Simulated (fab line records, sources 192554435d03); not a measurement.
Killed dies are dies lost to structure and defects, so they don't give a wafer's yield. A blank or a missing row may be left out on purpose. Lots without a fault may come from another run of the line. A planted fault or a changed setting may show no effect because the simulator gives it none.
Split-lot experiment | flow n5_finfet | 7 lots, 21 wafers read, on a route of 1938 steps

THE SPLIT
At N5_FIN_CUT_COAT_02 (resist thk 30 nm), the setting spin_rpm was moved away from the recipe's 1500 rpm on 10 of the 21 wafers read, by -10.5% to +5.3%. The other wafers ran this setting at the recipe's value.

FROM THE SPLIT TO THE READING: what the file shows between them, 2 steps
- N5_FIN_CUT_EBR_04
- N5_FIN_CUT_SOFTBAKE_03: time 60 s

THE READING
CAR-EUV_of_FIN_CUT_COAT_02.thk_nm (the simulator's own value, which no gauge read), in nm, at N5_FIN_CUT_DESCUM_13 (chemistry O2, time 7 s). The file gives no usual value for it. The 11 wafers here that ran the recipe average 26.1 nm, standard deviation 0.1 nm.

wafer  | tool, chamber at the split | spin_rpm as run, rpm | against the recipe | CAR-EUV_of_FIN_CUT_COAT_02.thk_nm, nm | against lot-mates on the recipe
L075.1 | litho_track-05, 0          | 1580                 | +5.3%              | 25.2                                  | no lot-mate on the recipe
L075.2 | litho_track-05, 0          | 1580                 | +5.3%              | 25.2                                  | no lot-mate on the recipe
L075.5 | litho_track-05, 0          | 1580                 | +5.3%              | 25.2                                  | no lot-mate on the recipe
L081.1 | litho_track-02, 0          | 1500                 | recipe             | 26.2                                  | -
L081.2 | litho_track-02, 0          | 1500                 | recipe             | 26                                    | -
L081.5 | litho_track-02, 0          | 1500                 | recipe             | 26                                    | -
L084.1 | litho_track-02, 0          | 1500                 | recipe             | 26                                    | -
L084.3 | litho_track-02, 0          | 1500                 | recipe             | 26                                    | -
L084.6 | litho_track-02, 0          | 1500                 | recipe             | 26                                    | -
L089.3 | litho_track-02, 0          | 1342                 | -10.5%             | 27.8                                  | no lot-mate on the recipe
L089.5 | litho_track-02, 0          | 1342                 | -10.5%             | 27.8                                  | no lot-mate on the recipe
L089.6 | litho_track-02, 0          | 1342                 | -10.5%             | 27.8                                  | no lot-mate on the recipe
L092.3 | litho_track-02, 0          | 1500                 | recipe             | 26.2                                  | -
L092.4 | litho_track-02, 0          | 1366                 | -8.9%              | 27.4                                  | +1.3
L092.5 | litho_track-02, 0          | 1500                 | recipe             | 26                                    | -
L094.1 | litho_track-03, 0          | 1409                 | -6.1%              | 27                                    | +0.8
L094.6 | litho_track-03, 0          | 1409                 | -6.1%              | 27                                    | +0.8
L094.3 | litho_track-03, 0          | 1500                 | recipe             | 26.2                                  | -
L096.1 | litho_track-03, 0          | 1500                 | recipe             | 26.2                                  | -
L096.6 | litho_track-03, 0          | 1500                 | recipe             | 26.2                                  | -
L096.3 | litho_track-03, 0          | 1418                 | -5.5%              | 26.8                                  | +0.6

THE FIT
A straight line over all 21 wafers: CAR-EUV_of_FIN_CUT_COAT_02.thk_nm changes by -0.159 nm for each +1% of spin_rpm; r = -0.99; the points scatter about the line by 0.09 nm.
The same after taking each lot's own level away (the mean of its wafers on the recipe; 15 wafers): -0.135 nm for each +1%; r = -0.99; scatter 0.076 nm.
On that fit, the largest move of spin_rpm shifts the reading by 1.4 nm.
The lots' own levels span 26.00 to 26.20 nm, that is 2.0 times the standard deviation above.
So the lot-to-lot level changes the slope: the two fits differ.
Check: with one of the wafers moved furthest among these (-8.9%) left out of the fit, the line predicts +1.12 nm for it against its lot-mates. It came out at +1.3 nm against them.

OTHER SPLITS ON THESE WAFERS
These wafers also went through other splits before the reading. Each is held against what the fit with the lots' levels taken away leaves over:
other split on the same wafers        | wafers away from the commonest value | r with CAR-EUV_of_FIN_CUT_COAT_02.thk_nm (lot level and that fit taken away)
N5_FIN_SAQP_PEB_14 peb_time_s         | 8                                    | -0.07
N5_FIN_SAQP_DEVELOP_15 develop_time_s | 5                                    | -0.23
N5_FIN_SAQP_FIN_ETCH_36 icp_w         | 7                                    | +0.20

THE WHOLE CHAIN: every reading that the file lists as answering this split, in the file's order
step                 | what it does           | reading                                                                            | change (the file's fit)               | r (the file's)
N5_FIN_CUT_COAT_02   | resist thk 30 nm       | CAR-EUV_of_FIN_CUT_COAT_02.thk_nm (the simulator's own value, which no gauge read) | -0.152 nm for each +1% of the setting | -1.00
N5_FIN_CUT_DESCUM_13 | chemistry O2, time 7 s | CAR-EUV_of_FIN_CUT_COAT_02.thk_nm (the simulator's own value, which no gauge read) | -0.135 nm for each +1% of the setting | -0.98

THE FILE'S OWN FIT
CAR-EUV_of_FIN_CUT_COAT_02.thk_nm changes by -0.135 nm for each +1% of spin_rpm, r = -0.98.
